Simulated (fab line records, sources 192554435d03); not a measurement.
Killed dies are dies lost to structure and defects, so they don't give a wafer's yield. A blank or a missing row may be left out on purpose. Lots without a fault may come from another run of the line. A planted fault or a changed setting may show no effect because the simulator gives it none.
Split-lot experiment | flow n5_finfet | 7 lots, 21 wafers read, on a route of 1938 steps

THE SPLIT
At N5_HKMG_FIN_ETCH_58 (etches SOC in N2/H2, target depth 215.8 nm, time 741 s), the setting source_w was moved away from the recipe's 875 W on 6 of the 21 wafers read, by -17.8% to -14.0%. The other wafers ran this setting at the recipe's value.

The reading is taken at the split's own step.

THE READING
rf_vpp_V, in V, at N5_HKMG_FIN_ETCH_58 (etches SOC in N2/H2, target depth 215.8 nm, time 741 s). Fault-free wafers of this fab line usually give 99.1 V, standard deviation 0.94 V.

wafer  | tool, chamber at the split | source_w as run, W | against the recipe | rf_vpp_V, V | against lot-mates on the recipe
L074.1 | rie_diel-04, 1             | 718.9              | -17.8%             | 106.2       | +7.8
L074.3 | rie_diel-04, 0             | 875                | recipe             | 99.2        | -
L074.4 | rie_diel-04, 2             | 875                | recipe             | 97.6        | -
L081.4 | rie_diel-01, 2             | 741.8              | -15.2%             | 105.2       | +6.2
L081.5 | rie_diel-01, 0             | 875                | recipe             | 98.2        | -
L081.6 | rie_diel-01, 1             | 875                | recipe             | 99.7        | -
L084.1 | rie_diel-02, 0             | 875                | recipe             | 98.3        | -
L084.2 | rie_diel-02, 1             | 875                | recipe             | 98.6        | -
L084.6 | rie_diel-02, 0             | 875                | recipe             | 100.3       | -
L086.3 | rie_diel-02, 3             | 875                | recipe             | 100.4       | -
L086.4 | rie_diel-02, 1             | 744.1              | -15.0%             | 104.7       | +4.3
L086.5 | rie_diel-02, 2             | 875                | recipe             | 100.4       | -
L089.2 | rie_diel-02, 3             | 875                | recipe             | 98.9        | -
L089.3 | rie_diel-02, 0             | 752.7              | -14.0%             | 104.3       | +5.4
L089.6 | rie_diel-02, 0             | 752.7              | -14.0%             | 104.7       | +5.8
L090.2 | rie_diel-02, 2             | 875                | recipe             | 98.4        | -
L090.3 | rie_diel-02, 0             | 875                | recipe             | 99.4        | -
L090.5 | rie_diel-02, 2             | 875                | recipe             | 99.2        | -
L091.3 | rie_diel-04, 3             | 875                | recipe             | 97.6        | -
L091.4 | rie_diel-04, 2             | 875                | recipe             | 99.6        | -
L091.6 | rie_diel-04, 2             | 723.5              | -17.3%             | 104.2       | +5.6

THE FIT
A straight line over all 21 wafers: rf_vpp_V changes by -0.373 V for each +1% of source_w; r = -0.95; the points scatter about the line by 0.88 V.
The same after taking each lot's own level away (the mean of its wafers on the recipe; 21 wafers): -0.377 V for each +1%; r = -0.96; scatter 0.78 V.
On that fit, the largest move of source_w shifts the reading by 6.7 V.
The lots' own levels span 98.40 to 100.40 V, that is 2.1 times the standard deviation above.
So the lot-to-lot level changes the slope little: the two slopes agree.
Check: with one of the wafers moved furthest among these (-17.8%) left out of the fit, the line predicts +6.43 V for it against its lot-mates. It came out at +7.8 V against them.
Tool readings at the split's step, against how far the setting was moved: rf_vpp_V r = -0.95.

OTHER SPLITS ON THESE WAFERS
These wafers also went through other splits before the reading. Each is held against what the fit with the lots' levels taken away leaves over:
other split on the same wafers | wafers away from the commonest value | r with rf_vpp_V (lot level and that fit taken away)
N5_SDB_EXPOSE_08 dose_mj       | 5                                    | +0.16
N5_SDB_ETCH_18 source_w        | 2                                    | +0.02
N5_HKMG_FIN_DESCUM_53 time_s   | 10                                   | -0.06

THE WHOLE CHAIN: every reading that the file lists as answering this split, in the file's order
step                | what it does                                           | reading                                                                         | change (the file's fit)              | r (the file's)
N5_HKMG_FIN_ETCH_58 | etches SOC in N2/H2, target depth 215.8 nm, time 741 s | rf_vpp_V                                                                        | -0.371 V for each +1% of the setting | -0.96
N5_HKMG_FIN_ETCH_58 | etches SOC in N2/H2, target depth 215.8 nm, time 741 s | HKMG_FIN.feature_depth_nm (the simulator's own value, which no gauge read)      | +2.07 nm for each +1% of the setting | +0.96
N5_HKMG_FIN_ETCH_58 | etches SOC in N2/H2, target depth 215.8 nm, time 741 s | etch.depth_nm (the simulator's own value, which no gauge read)                  | +2.07 nm for each +1% of the setting | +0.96
N5_HKMG_FIN_ETCH_58 | etches SOC in N2/H2, target depth 215.8 nm, time 741 s | SOC_of_HKMG_FIN_COAT_41.thk_nm (the simulator's own value, which no gauge read) | -2.08 nm for each +1% of the setting | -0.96

THE FILE'S OWN FIT
rf_vpp_V changes by -0.371 V for each +1% of source_w, r = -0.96.
